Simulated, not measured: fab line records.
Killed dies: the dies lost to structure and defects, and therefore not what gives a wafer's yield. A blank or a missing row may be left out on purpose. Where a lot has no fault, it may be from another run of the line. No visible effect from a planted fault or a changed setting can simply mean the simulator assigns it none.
fab line records | flow nand-harc
[record] lots = 6 wafers = 18 last-day = 24
route steps=1159 shown A_SGD_CUT@751 END@1159
lots untouched by any fault: they come from a run of this same line in which no faults occurred
start-h: hours from the record's opening day to when the first of the lot's shown wafers began | wait-h: hours since the lot's step before | " the same as in the row above | L1.1+2: a single row standing in for several wafers | - either no value or no given start | * or withheld: withheld | < > ~ a bound
route shown NAME@n: a module of which the file shows steps, and the number in the route of the first | usual: mean and standard deviation over wafers with no fault | same: alike in all rows | chamber/n: place in a boat | sites: per-site readings | _std_site: their standard deviation | _edge_site: outer sites' mean less inner sites' | radius-mm: how far each site lies from the wafer's centre | mask NAME#n: copy n | behind: the tool/chamber that last shaped the wafer | hold: the reason the lot was held/the length of the hold in hours/how it ended | device: whichever transistor did not switch (one of n, p or np) | end of line: the route-end tests of the same wafers | step lacking rows: just its recipe | killed: the dies lost at the first sort to structure and to defects; this is not the yield of the wafer | map: shows each die of a wafer: x if killed, . if not, _ if none is there
set.NAME: the run value of the setting; set.NAME@STEP: its run value at that earlier step | model.NAME: the simulator's own value behind a step, which no gauge read
lots seen at some steps along the route; tables by step, rows by wafer
services: when a tool's chamber went out of use (start-h, in hours from the record's first day, below 0 if earlier), for how many hours, and the reason
[[steps]]
[step NHARC_A_SGD_CUT_COAT_57]
[recipe] temp-c = 225 time-s = 65
[step NHARC_A_SGD_CUT_COAT_03]
[recipe] spin-rpm = 1500 resist-thk-nm = 90
[step NHARC_A_SGD_CUT_SOFTBAKE_04]
[recipe] temp-c = 105 time-s = 55
[step NHARC_A_SGD_CUT_EBR_05]
[step NHARC_A_SGD_CUT_EXPOSE_06]
[recipe] na = 1.35 dose-mj = 85.59 mask-id = SGD
[step NHARC_A_SGD_CUT_PEB_07]
[recipe] peb-temp-c = 100 peb-time-s = 65
[step NHARC_A_SGD_CUT_DEVELOP_08]
[recipe] develop-time-s = 35 dev-temp-c = 23
[step NHARC_A_SGD_CUT_CD_MEAS_09]
[recipe] target-cd-nm = 100 landing-energy-ev = 500
[usual] cd-nm = 100.3/0.45
// columns lot.wafer tool chamber start-h wait-h cd-nm
L910.2 cd-sem-02 0 301.69 - 100.8
L910.3 " 0 " " 100.9
L910.4 " 0 " " 100.7
L914.3 cd-sem-01 0 326.04 - 100.8
L914.4 " 0 " " 100.5
L914.5 " 0 " " 101.1
L917.2 cd-sem-01 0 356.96 - 99.4
L917.3 " 0 " " 99.9
L917.4 " 0 " " 100.8
L919.1 cd-sem-01 0 366.84 - 100.0
L919.2 " 0 " " 99.9
L919.3 " 0 " " 99.9
L926.2 cd-sem-01 0 408.01 - 99.9
L926.3 " 0 " " 100.1
L926.4 " 0 " " 99.9
L933.1 cd-sem-02 0 448.66 - 99.9
L933.2 " 0 " " 100.5
L933.4 " 0 " " 100.3
[step NHARC_A_SGD_CUT_OVL_MEAS_10]
[usual] overlay-x-nm = 0.0/0.74 overlay-y-nm = 0.2/0.83
// columns lot.wafer tool chamber start-h wait-h overlay-x-nm overlay-y-nm
L910.2 overlay-01 - 301.78 - -0.2 1.0
L910.3 " - " " -0.2 1.1
L910.4 " - " " -0.2 1.4
L914.3 overlay-02 - 326.13 - 1.1 0.2
L914.4 " - " " 0.8 0.3
L914.5 " - " " 1.4 0.5
L917.2 overlay-02 - 357.06 - -0.4 1.0
L917.3 " - " " -0.3 0.6
L917.4 " - " " -0.4 0.9
L919.1 overlay-02 - 366.93 - 0.6 -1.2
L919.2 " - " " 0.9 -1.8
L919.3 " - " " 0.5 -2.1
L926.2 overlay-02 - 408.10 - -0.6 -1.1
L926.3 " - " " -0.4 -0.8
L926.4 " - " " -0.4 -1.2
L933.1 overlay-02 - 448.75 - -0.6 0.7
L933.2 " - " " -0.9 0.2
L933.4 " - " " -0.6 0.4
[step NHARC_A_SGD_CUT_INSPECT_11]
[usual] raw-defect-count = 18/9.9
// columns lot.wafer tool chamber start-h wait-h raw-defect-count
L910.2 defect-inspect-02 - 301.81 0.0 8
L910.3 " - " " 4
L910.4 " - " " 3
L914.3 defect-inspect-02 - 326.16 0.0 26
L914.4 " - " " 21
L914.5 " - " " 22
L917.2 defect-inspect-02 - 357.10 0.0 22
L917.3 " - " " 15
L917.4 " - " " 15
L919.1 defect-inspect-02 - 366.96 0.0 22
L919.2 " - " " 18
L919.3 " - " " 20
L926.2 defect-inspect-01 - 408.14 0.0 11
L926.3 " - " " 11
L926.4 " - " " 11
L933.1 defect-inspect-01 - 448.79 0.0 12
L933.2 " - " " 13
L933.4 " - " " 12
[step NHARC_A_SGD_CUT_DESCUM_14]
[recipe] time-s = 3 o2-flow-sccm = 200 ar-flow-sccm = 0 bias-power-w = 0 chemistry = O2
[usual] drypump-motor-current-A = 5.4/0.6 oes-product-au = 0.999/0.0073 rf-vpp-V = 57.5/0.85 showerhead-plenum-p-Torr = 1.86/0.077 throttle-valve-pct = 11.311/0.0094
[same] bias-power-w = 0
// columns lot.wafer tool chamber start-h wait-h drypump-motor-current-A oes-product-au rf-hours-counter-h rf-vpp-V showerhead-plenum-p-Torr throttle-valve-pct
L910.2 rie-diel-03 0 301.88 0.1 4.8 1.002 8 58.6 1.98 11.314
L910.3 " 1 " " 4.6 1.002 9 59.8 1.92 11.301
L910.4 " 2 " " 5.8 1.000 9 56.6 1.78 11.304
L914.3 rie-diel-12 3 326.23 0.1 6.4 0.997 12 57.1 1.79 11.306
L914.5 " 2 " " 5.6 1.001 - 57.4 1.95 11.323
L914.4 " 3 " " 6.4 0.994 - 57.2 1.79 11.308
L917.2 rie-diel-03 1 357.16 0.1 4.6 0.999 15 59.2 1.92 11.308
L917.3 " 2 " " 5.8 1.012 14 57.9 1.78 11.304
L917.4 " 0 " " 4.8 1.007 15 58.4 1.97 11.313
L919.2 rie-diel-03 1 367.02 0.1 4.6 0.983 16 56.4 1.92 11.303
L919.3 " 3 " " 5.6 1.002 15 58.2 1.78 11.301
L919.1 " 0 " " 4.8 0.997 16 58.8 1.97 11.317
L926.4 rie-diel-12 3 408.21 0.1 6.4 1.006 2 56.8 1.78 11.333
L926.3 " 0 " " 5.4 1.001 2 56.5 1.91 11.307
L926.2 " 1 " " 5.4 1.005 2 55.9 2.00 11.310
L933.4 rie-diel-03 0 448.85 0.1 4.8 1.001 5 57.5 1.97 11.315
L933.2 " 2 " " 5.8 1.008 5 58.1 1.77 11.288
L933.1 " 3 " " 5.6 1.003 5 57.4 1.78 11.314
[step NHARC_A_SGD_CUT_ETCH_58]
[recipe] target-depth-a = 390 over-etch-frac = 0.3 time-s = 65 ion-energy-ev = 80 cf4-flow-sccm = 150 ar-flow-sccm = 0 rf-w = 300 bias-w = 100 chemistry = CF4
[usual] bias-w = 100.0/0.33 cf4-flow-sccm = 150.0/0.44 drypump-motor-current-A = 5.4/0.6 oes-product-au = 0.999/0.0069 rf-vpp-V = 150.7/1.2 showerhead-plenum-p-Torr = 1.72/0.067 throttle-valve-pct = 13.284/0.0085
// columns lot.wafer tool chamber start-h wait-h bias-w cf4-flow-sccm drypump-motor-current-A oes-product-au rf-hours-counter-h rf-vpp-V showerhead-plenum-p-Torr throttle-valve-pct
L910.3 rie-diel-03 1 301.96 0.1 100.4 150.3 4.6 1.004 9 150.6 1.77 13.291
L910.2 " 3 " " 100.0 149.2 5.6 1.016 8 151.0 1.65 13.276
L910.4 " 0 " " 99.7 150.1 4.8 1.001 8 151.3 1.82 13.280
L914.3 rie-diel-12 3 326.34 0.1 100.0 149.8 6.4 0.990 12 148.7 1.66 13.282
L914.5 " 0 " " 99.9 150.3 5.3 1.006 - 151.0 1.77 13.280
L914.4 " 3 " " 99.6 149.8 6.4 0.994 - 149.9 1.66 13.289
L917.2 rie-diel-03 0 357.25 0.1 99.8 149.2 4.9 1.004 15 150.9 1.82 13.284
L917.3 " 1 " " 100.1 149.6 4.6 0.997 15 152.0 1.77 13.283
L917.4 " 2 " " 100.4 149.8 5.8 1.004 14 149.7 1.65 13.289
L919.1 rie-diel-03 3 367.11 0.1 99.9 150.6 5.6 1.003 15 151.1 1.65 13.291
L919.2 " 1 " " 100.1 149.5 4.6 1.003 16 151.3 1.77 13.286
L919.3 " 2 " " 100.4 149.5 5.8 1.003 15 150.0 1.65 13.292
L926.2 rie-diel-12 3 408.29 0.1 100.4 150.4 6.4 1.005 2 149.8 1.66 13.284
L926.4 " 1 " " 99.6 150.1 5.4 1.008 2 153.0 1.84 13.286
L926.3 " 2 " " 100.0 150.3 5.5 1.006 2 152.2 1.79 13.282
L933.1 rie-diel-03 0 448.94 0.1 100.1 150.4 4.9 0.990 5 151.9 1.82 13.296
L933.2 " 1 " " 100.0 150.2 4.6 0.999 4 151.9 1.77 13.284
L933.4 " 2 " " 99.7 149.7 5.8 0.997 5 149.0 1.65 13.276
[step NHARC_A_SGD_CUT_ETCH_59]
[recipe] target-depth-a = 2600 over-etch-frac = 0.25 time-s = 406.25 ion-energy-ev = 200 n2-flow-sccm = 150 h2-flow-sccm = 150 ar-flow-sccm = 0 rf-w = 400 bias-w = 150 chemistry = N2/H2
[usual] bias-w = 150.0/0.44 chamber-pressure-mTorr = 30.004/0.027 drypump-motor-current-A = 5.4/0.59 n2-flow-sccm = 150.0/0.43 oes-product-au = 1.000/0.0065 rf-vpp-V = 428.9/2.5 showerhead-plenum-p-Torr = 1.98/0.086 throttle-valve-pct = 14.171/0.0099
// columns lot.wafer tool chamber start-h wait-h bias-w chamber-pressure-mTorr drypump-motor-current-A n2-flow-sccm oes-product-au rf-hours-counter-h rf-vpp-V showerhead-plenum-p-Torr throttle-valve-pct
L910.4 rie-diel-03 2 302.05 - 149.3 29.977 5.8 150.4 0.998 9 423.7 1.89 14.173
L910.3 " 3 " " 150.6 30.030 5.6 150.0 1.002 8 425.7 1.89 14.171
L910.2 " 0 " " 149.9 30.000 4.9 149.9 1.003 8 433.1 2.11 14.191
L914.3 rie-diel-12 0 326.51 - 150.9 29.996 5.3 149.9 1.015 12 430.3 2.04 14.162
L914.4 " 2 " " 149.2 30.007 5.6 150.4 1.000 - 431.2 2.07 14.160
L914.5 " 0 " " 149.9 30.004 5.3 150.0 0.998 - 429.6 2.04 14.180
L917.2 rie-diel-03 3 357.34 - - - - - - - - - -
L917.4 " 0 " " - - - - - - - - -
L917.3 " 1 " " - - - - - - - - -
L919.1 rie-diel-03 0 367.20 - - - - - - - - - -
L919.2 " 1 " " - - - - - - - - -
L919.3 " 3 " " - - - - - - - - -
L926.2 rie-diel-12 0 408.38 - 150.3 30.004 5.4 150.2 1.008 2 430.3 2.04 14.180
L926.3 " 1 " " 150.4 30.036 5.4 150.7 1.003 2 431.7 2.13 14.172
L926.4 " 2 " " 149.7 29.973 5.6 150.0 1.000 3 431.1 2.07 14.175
L933.4 rie-diel-03 3 449.03 - 148.8 30.029 5.6 150.5 1.005 5 426.1 1.89 14.174
L933.2 " 1 " " 149.7 29.966 4.7 150.2 1.003 4 429.3 2.04 14.180
L933.1 " 2 " " 149.7 30.021 5.8 149.6 1.012 5 426.1 1.89 14.166
[step NHARC_A_SGD_CUT_ETCH_15]
[recipe] target-depth-a = 750 time-s = 64.3 ch3f-flow-sccm = 50 o2-flow-sccm = 30 ar-flow-sccm = 200 rf-w = 500 bias-w = 100 chemistry = CH3F/O2
[usual] bias-w = 100.0/0.34 ch3f-flow-sccm = 50.03/0.15 drypump-motor-current-A = 5.4/0.59 oes-product-au = 0.964/0.015 rf-vpp-V = 262.9/1.7 showerhead-plenum-p-Torr = 2.39/0.097 throttle-valve-pct = 20.662/0.0093
// columns lot.wafer tool chamber start-h wait-h bias-w ch3f-flow-sccm drypump-motor-current-A oes-product-au rf-hours-counter-h rf-vpp-V showerhead-plenum-p-Torr throttle-valve-pct
L910.2 rie-diel-03 2 - - 99.6 50.11 5.8 0.925 9 258.9 2.29 20.668
L910.3 " 3 " " 99.8 50.07 5.6 0.935 9 261.9 2.29 20.639
L910.4 " 1 " " 100.0 49.92 4.6 0.920 9 264.2 2.47 20.670
L914.3 rie-diel-12 2 - - 99.0 49.94 5.6 0.955 11 263.7 2.50 20.671
L914.5 " 2 " " 100.3 49.98 5.6 0.956 - 264.2 2.50 20.636
L914.4 " 3 " " 99.9 50.00 6.4 0.954 - 260.8 2.30 20.659
L917.4 rie-diel-03 3 - - 99.9 50.03 5.6 0.980 15 262.2 2.29 20.672
L917.3 " 0 " " 100.1 50.16 4.9 0.981 15 265.9 2.53 20.658
L917.2 " 1 " " 99.9 50.34 4.6 0.966 15 262.7 2.47 20.668
L919.2 rie-diel-03 3 - - 100.2 49.98 5.6 0.978 15 261.4 2.29 20.647
L919.3 " 1 " " 99.5 49.98 4.6 0.962 16 262.5 2.46 20.668
L919.1 " 2 " " 100.0 50.15 5.8 0.954 15 262.8 2.29 20.663
L926.4 rie-diel-12 3 - - 99.4 50.08 6.4 0.955 2 260.5 2.30 20.663
L926.3 " 0 " " 99.9 49.98 5.4 0.964 2 262.8 2.46 20.671
L926.2 " 1 " " 100.0 50.20 5.4 0.974 3 264.7 2.57 20.664
L933.2 rie-diel-03 0 - - 99.6 50.02 4.9 0.949 5 264.6 2.53 20.676
L933.1 " 1 " " 100.2 49.94 4.6 0.963 4 263.6 2.46 20.666
L933.4 " 2 " " 100.1 49.93 5.8 0.972 5 260.7 2.28 20.655
[step NHARC_END_SORT_01]
[recipe] temp-c = 25
[usual] killed-at-array = 31/12 killed-at-other = 0.6/0.85 killed-at-periphery = 3.0/2.3 killed-dies = 35/12 killed-open = 3.2/1.9 killed-short = 1.8/1.4
[same] gross-dies = 677
// columns lot.wafer tool chamber start-h wait-h killed-at-array killed-at-other killed-at-periphery killed-dies killed-open killed-short
L919.1 prober-01 0 500.92 2.5 674 1 2 677 0 1
L919.2 prober-01 0 501.71 2.8 674 0 3 677 5 1
L919.3 prober-01 0 502.51 3.1 672 1 4 677 9 1
L917.2 prober-02 0 501.74 2.8 673 2 2 677 2 2
L917.3 prober-02 0 502.54 3.1 672 1 4 677 4 2
L917.4 prober-02 0 503.34 3.4 674 0 3 677 2 0
// killed by level:class
L919.1 A_SGD_CUT:area-etch=648 A_CHANNEL_HOLE_D1:chamber-film-flake=12 A_SLIT:chamber-film-flake=9 A_CONTACT:chamber-film-flake=2 A_STAIRCASE:chamber-film-flake=2 A_CHANNEL_FILL_D1:geometric-particle:short=1 P_STI:chamber-film-flake=1 P_M2:chamber-film-flake=1
L919.2 A_SGD_CUT:area-etch=641 A_CHANNEL_HOLE_D1:chamber-film-flake=11 A_SLIT:chamber-film-flake=8 A_CONTACT:geometric-particle:open=4 A_CONTACT:chamber-film-flake=4 P_STI:chamber-film-flake=2 A_WL_FILL:chamber-film-flake=2 A_STAIRCASE:chamber-film-flake=2
L917.2 A_SGD_CUT:area-etch=631 A_STAIRCASE:chamber-film-flake=14 A_SLIT:chamber-film-flake=12 A_CONTACT:chamber-film-flake=8 A_WL_FILL:chamber-film-flake=3 A_CHANNEL_HOLE_D1:chamber-film-flake=2 P_GATE:geometric-particle:open=1 A_ONON_D1:geometric-particle:open=1
L919.3 A_SGD_CUT:area-etch=631 A_SLIT:chamber-film-flake=13 A_CHANNEL_HOLE_D1:chamber-film-flake=11 A_STAIRCASE:chamber-film-flake=3 A_CONTACT:chamber-film-flake=3 P_M0:geometric-particle:open=2 A_CHANNEL_FILL_D1:geometric-particle:open=2 A_BLC:geometric-particle:open=2
L917.3 A_SGD_CUT:area-etch=636 A_STAIRCASE:chamber-film-flake=13 A_SLIT:chamber-film-flake=10 A_CONTACT:chamber-film-flake=5 A_WL_FILL:chamber-film-flake=2 P_M0:geometric-particle:open=1 P_M1:geometric-particle:short=1 A_CHANNEL_FILL_D1:geometric-particle:open=1
L917.4 A_SGD_CUT:area-etch=640 A_CONTACT:chamber-film-flake=10 A_SLIT:chamber-film-flake=10 A_STAIRCASE:chamber-film-flake=7 A_CHANNEL_HOLE_D1:chamber-film-flake=5 P_STI:geometric-particle:open=1 A_SGD_CUT:geometric-particle:open=1 P_STI:chamber-film-flake=1
// map L917.2 (x killed, . not)
____________x____________
_________xxxxxxx_________
_______xxxxxxxxxxx_______
______xxxxxxxxxxxxx______
_____xxxxxxxxxxxxxxx_____
____xxxxxxxxxxxxxxxxx____
____xxxxxxxxxxxxxxxxx____
___xxxxxxxxxxxxxxxxxxx___
___xxxxxxxxxxxxxxxxxxx___
__xxxxxxxxxxxxxxxxxxxxx__
__xxxxxxxxxxxxxxxxxxxxx__
_xxxxxxxxxxxxxxxxxxxxxxx_
_xxxxxxxxxxxxxxxxxxxxxxx_
_xxxxxxxxxxxxxxxxxxxxxxx_
_xxxxxxxxxxxxxxxxxxxxxxx_
_xxxxxxxxxxxxxxxxxxxxxxx_
xxxxxxxxxxxxxxxxxxxxxxxxx
xxxxxxxxxxxxxxxxxxxxxxxxx
xxxxxxxxxxxxxxxxxxxxxxxxx
xxxxxxxxxxxxxxxxxxxxxxxxx
xxxxxxxxxxxxxxxxxxxxxxxxx
_xxxxxxxxxxxxxxxxxxxxxxx_
_xxxxxxxxxxxxxxxxxxxxxxx_
_xxxxxxxxxxxxxxxxxxxxxxx_
_xxxxxxxxxxxxxxxxxxxxxxx_
_xxxxxxxxxxxxxxxxxxxxxxx_
__xxxxxxxxxxxxxxxxxxxxx__
__xxxxxxxxxxxxxxxxxxxxx__
___xxxxxxxxxxxxxxxxxxx___
___xxxxxxxxxxxxxxxxxxx___
____xxxxxxxxxxxxxxxxx____
____xxxxxxxxxxxxxxxxx____
_____xxxxxxxxxxxxxxx_____
______xxxxxxxxxxxxx______
_______xxxxxxxxxxx_______
_________xxxxxxx_________
____________x____________
// map L919.1 (x killed, . not)
____________x____________
_________xxxxxxx_________
_______xxxxxxxxxxx_______
______xxxxxxxxxxxxx______
_____xxxxxxxxxxxxxxx_____
____xxxxxxxxxxxxxxxxx____
____xxxxxxxxxxxxxxxxx____
___xxxxxxxxxxxxxxxxxxx___
___xxxxxxxxxxxxxxxxxxx___
__xxxxxxxxxxxxxxxxxxxxx__
__xxxxxxxxxxxxxxxxxxxxx__
_xxxxxxxxxxxxxxxxxxxxxxx_
_xxxxxxxxxxxxxxxxxxxxxxx_
_xxxxxxxxxxxxxxxxxxxxxxx_
_xxxxxxxxxxxxxxxxxxxxxxx_
_xxxxxxxxxxxxxxxxxxxxxxx_
xxxxxxxxxxxxxxxxxxxxxxxxx
xxxxxxxxxxxxxxxxxxxxxxxxx
xxxxxxxxxxxxxxxxxxxxxxxxx
xxxxxxxxxxxxxxxxxxxxxxxxx
xxxxxxxxxxxxxxxxxxxxxxxxx
_xxxxxxxxxxxxxxxxxxxxxxx_
_xxxxxxxxxxxxxxxxxxxxxxx_
_xxxxxxxxxxxxxxxxxxxxxxx_
_xxxxxxxxxxxxxxxxxxxxxxx_
_xxxxxxxxxxxxxxxxxxxxxxx_
__xxxxxxxxxxxxxxxxxxxxx__
__xxxxxxxxxxxxxxxxxxxxx__
___xxxxxxxxxxxxxxxxxxx___
___xxxxxxxxxxxxxxxxxxx___
____xxxxxxxxxxxxxxxxx____
____xxxxxxxxxxxxxxxxx____
_____xxxxxxxxxxxxxxx_____
______xxxxxxxxxxxxx______
_______xxxxxxxxxxx_______
_________xxxxxxx_________
____________x____________
[[services]]
// columns tool chamber start-h hours kind
rie-diel-03 0 297.83 - clean
rie-diel-03 1 297.83 - clean
rie-diel-03 2 297.83 - clean
rie-diel-03 3 297.83 - clean
rie-diel-12 2 300.91 12.1 repair
rie-diel-03 0 322.33 - clean
rie-diel-03 1 322.33 - clean
rie-diel-03 2 322.33 - clean
rie-diel-03 3 322.33 - clean
rie-diel-12 1 324.06 8.2 repair
rie-diel-03 0 346.83 - clean
rie-diel-03 1 346.83 - clean
rie-diel-03 2 346.83 - clean
rie-diel-03 3 346.83 - clean
rie-diel-12 1 347.59 5.7 repair
rie-diel-03 0 371.33 - clean
rie-diel-03 1 371.33 - clean
rie-diel-03 2 371.33 - clean
rie-diel-03 3 371.33 - clean
rie-diel-12 - 379.40 9.0 pm
rie-diel-03 - 392.39 9.0 pm
rie-diel-03 0 392.39 9.0 vent-cycle
rie-diel-03 1 392.39 9.0 vent-cycle
rie-diel-03 2 392.39 9.0 vent-cycle
[[key]]
[first-sign] step = NHARC_A_SGD_CUT_ETCH_59 reading = tool-record direction = missing
[effect] step = NHARC_END_SORT_01 reading = killed-dies direction = up sigmas = 56 usual = 35 struck = 677
[more-kills-born-at] NHARC_A_SGD_CUT_ETCH_59@rie-diel-03 = 3827
met-at NHARC_A_SGD_CUT_ETCH_59
struck-wafers L917.2,L917.3,L917.4,L919.1,L919.2,L919.3
later-rows-left-out L917.2,L917.3,L917.4,L919.1,L919.2,L919.3
tester-left-out L917,L919
onset-between 302.05 357.34
[fault] kind = skipped-step-whole tool = rie-diel-03 chamber = - onset-h = 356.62 steps = NHARC_A_SGD_CUT_ETCH_59 scope = struck-lots-only
// tester-left-out: of these lots the tester's yield and bins aren't shown, on N5 and GAA mostly nor the transistor test; their killed dies are dies lost to structure and defects alone, not to doping, threshold or leakage, so they don't give the yield
// later-rows-left-out: the simulator's readings of these wafers behind a module that went badly wrong aren't trusted and aren't shown, but for the sort
